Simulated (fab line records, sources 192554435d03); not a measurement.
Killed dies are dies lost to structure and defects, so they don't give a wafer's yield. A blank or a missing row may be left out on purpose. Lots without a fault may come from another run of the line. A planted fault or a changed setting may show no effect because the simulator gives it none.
Split-lot experiment | flow n5_finfet | 7 lots, 21 wafers read, on a route of 1938 steps

THE SPLIT
At N5_BEOL_M11_COAT_63 (time 60 s, resist thk 100 nm), the setting spin_rpm was moved away from the recipe's 1500 rpm on 10 of the 21 wafers read, by -8.7% to +9.5%. The other wafers ran this setting at the recipe's value.

FROM THE SPLIT TO THE READING: what the file shows between them, 5 steps
- N5_BEOL_M11_COAT_64: time 60 s, resist thk 30 nm
- N5_BEOL_M11_COAT_22: resist thk 90 nm
- N5_BEOL_M11_DESCUM_33: chemistry O2, time 7.9 s
- N5_BEOL_M11_ETCH_65: etches SiARC in CF4, target depth 39 nm, time 65 s
- N5_BEOL_M11_ETCH_66: etches SOC in N2/H2, target depth 120 nm, overetch 24 nm, time 180 s

THE READING
SOC_of_BEOL_M11_COAT_63.thk_nm (the simulator's own value, which no gauge read), in nm, at N5_BEOL_M11_VIA_ETCH_34 (etches SiCOH lowk in C4F6/O2, target depth 184.5 nm, time 69.2 s). The file gives no usual value for it. The 11 wafers here that ran the recipe average 92.3 nm, standard deviation 0.44 nm.

wafer  | tool, chamber at the split | spin_rpm as run, rpm | against the recipe | SOC_of_BEOL_M11_COAT_63.thk_nm, nm | against lot-mates on the recipe
L079.2 | litho_track-01, 0          | 1500                 | recipe             | 92.4                               | -
L079.4 | litho_track-01, 0          | 1500                 | recipe             | 92.4                               | -
L079.5 | litho_track-01, 0          | 1500                 | recipe             | 92.2                               | -
L081.3 | litho_track-01, 0          | 1642                 | +9.5%              | 87.6                               | -4.0
L081.4 | litho_track-01, 0          | 1642                 | +9.5%              | 87.8                               | -3.8
L081.5 | litho_track-01, 0          | 1500                 | recipe             | 91.6                               | -
L082.1 | litho_track-01, 0          | 1601                 | +6.7%              | 90.4                               | -3.0
L082.4 | litho_track-01, 0          | 1500                 | recipe             | 93.4                               | -
L082.5 | litho_track-01, 0          | 1601                 | +6.7%              | 89.6                               | -3.8
L083.1 | litho_track-03, 0          | 1638                 | +9.2%              | 86.6                               | -5.7
L083.3 | litho_track-03, 0          | 1500                 | recipe             | 92.2                               | -
L083.5 | litho_track-03, 0          | 1500                 | recipe             | 92.4                               | -
L088.2 | litho_track-02, 0          | 1625                 | +8.3%              | 88.6                               | -3.4
L088.3 | litho_track-02, 0          | 1500                 | recipe             | 92                                 | -
L088.6 | litho_track-02, 0          | 1500                 | recipe             | 92                                 | -
L089.4 | litho_track-01, 0          | 1500                 | recipe             | 91.8                               | -
L089.5 | litho_track-01, 0          | 1370                 | -8.7%              | 96.6                               | +4.8
L089.6 | litho_track-01, 0          | 1370                 | -8.7%              | 95.8                               | +4.0
L091.3 | litho_track-03, 0          | 1565                 | +4.3%              | 88.6                               | -3.8
L091.4 | litho_track-03, 0          | 1565                 | +4.3%              | 88.6                               | -3.8
L091.6 | litho_track-03, 0          | 1500                 | recipe             | 92.4                               | -

THE FIT
A straight line over all 21 wafers: SOC_of_BEOL_M11_COAT_63.thk_nm changes by -0.481 nm for each +1% of spin_rpm; r = -0.96; the points scatter about the line by 0.77 nm.
The same after taking each lot's own level away (the mean of its wafers on the recipe; 21 wafers): -0.5 nm for each +1%; r = -0.97; scatter 0.69 nm.
On that fit, the largest move of spin_rpm shifts the reading by 4.7 nm.
The lots' own levels span 91.60 to 93.40 nm, that is 4.1 times the standard deviation above.
So the lot-to-lot level changes the slope little: the two slopes agree.
Check: with one of the wafers moved furthest among these (+9.5%) left out of the fit, the line predicts -4.97 nm for it against its lot-mates. It came out at -4 nm against them.

THE WHOLE CHAIN: every reading that the file lists as answering this split, in the file's order
step                    | what it does                                                         | reading                                                                         | change (the file's fit)               | r (the file's)
N5_BEOL_M11_COAT_63     | time 60 s, resist thk 100 nm                                         | SOC_of_BEOL_M11_COAT_63.thk_nm (the simulator's own value, which no gauge read) | -0.474 nm for each +1% of the setting | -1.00
N5_BEOL_M11_ETCH_66     | etches SOC in N2/H2, target depth 120 nm, overetch 24 nm, time 180 s | etch.depth_nm (the simulator's own value, which no gauge read)                  | -0.472 nm for each +1% of the setting | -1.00
N5_BEOL_M11_VIA_ETCH_34 | etches SiCOH lowk in C4F6/O2, target depth 184.5 nm, time 69.2 s     | SOC_of_BEOL_M11_COAT_63.thk_nm (the simulator's own value, which no gauge read) | -0.51 nm for each +1% of the setting  | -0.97

THE FILE'S OWN FIT
SOC_of_BEOL_M11_COAT_63.thk_nm changes by -0.51 nm for each +1% of spin_rpm, r = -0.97.
